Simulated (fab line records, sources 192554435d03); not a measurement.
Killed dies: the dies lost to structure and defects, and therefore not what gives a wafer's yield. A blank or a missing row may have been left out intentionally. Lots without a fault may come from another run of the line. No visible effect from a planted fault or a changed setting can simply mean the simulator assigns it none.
Problem report, 8D (eight disciplines) form, completed by code    flow n5 finfet    the parts of the form that need people (team, actions taken, sign-off) are left out

1. WHAT WENT WRONG
Wafers without a fault read 1500.1 rpm, standard deviation 0.9; spin speed rpm at N5_BEOL_M1_COAT_61 reads a mean of 1605.2 rpm on 9 wafers belonging to 3 lots. So: +99 or more standard deviations from the usual mean.
The step: time 60 s, resist thk 60 nm.
First seen on wafer L490.3, day 8 22:58, on litho track-01. Wafers with a number at this step in the record: 15, from 5 lots. Rule for "out", or "out of limits": more than 4 standard deviations from the usual mean. All remaining wafers that have a number are taken as sound.

2. WHAT IT IS, AND WHAT IT ISN'T
question                     is                      is not
which readings at this step  spin speed rpm          dispense pressure kPa, plate temp C
which lots                   L490, L493, L495        L479, L499
which wafers of those lots   all that have a number  -
read on which tools          litho track-01          litho track-04
when                         from day 8 22:58        up to then (3 sound wafers); but 3 sound wafers of L499 came after

3. SUSPECTS, AND WHAT RULES EACH OUT
Counting: a tool stays on the suspect list if, at a process step up to the reading, it processed all lots that are out and no sound lot following the first of them.
- litho track-01 at N5_BEOL_M1_COAT_61 (time 60 s, resist thk 60 nm): kept. It ran every lot that is out, first L490 (day 8 22:58), and no sound lot after that; its last sound lot up to then is L479 (day 6 02:25). Its own spin speed rpm readings are out on those wafers.
The count leaves litho track-01 at N5_BEOL_M1_COAT_61.

4. THE CAUSE (what the simulator had put in)
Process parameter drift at N5_BEOL_M1_COAT_61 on litho track-01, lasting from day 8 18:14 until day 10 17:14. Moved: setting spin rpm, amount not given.
This tool alone remained once counting was done.

5. THE CHAIN OF EFFECTS, in route order
Rows list readings where the struck wafers' mean (over those with a number) sits beyond 3 standard deviations from the usual. Only readings whose record carries a usual standard deviation are examined. hours: median over the lots of the time between each lot's start at the first step of this table that gives one and its start at this step. sigmas: the change, counted in usual standard deviations.
hours  step                reading         usual       on struck wafers  change  sigmas
0      N5_BEOL_M1_COAT_61  spin speed rpm  1500.1 rpm  1605.2            +105.1  +99 or more
Here are the process steps it includes:
- N5_BEOL_M1_COAT_61: time 60 s, resist thk 60 nm.
At these later measuring or inspecting steps, every struck wafer for which the step has a row has a number for every such reading, and none has moved that far: N5_BEOL_M4_RC_MEAS_101.

6. WHAT WOULD HAVE CAUGHT IT SOONER
The fault began at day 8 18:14; the first out-of-limits reading in this record came at day 8 22:58, 5 hours later.
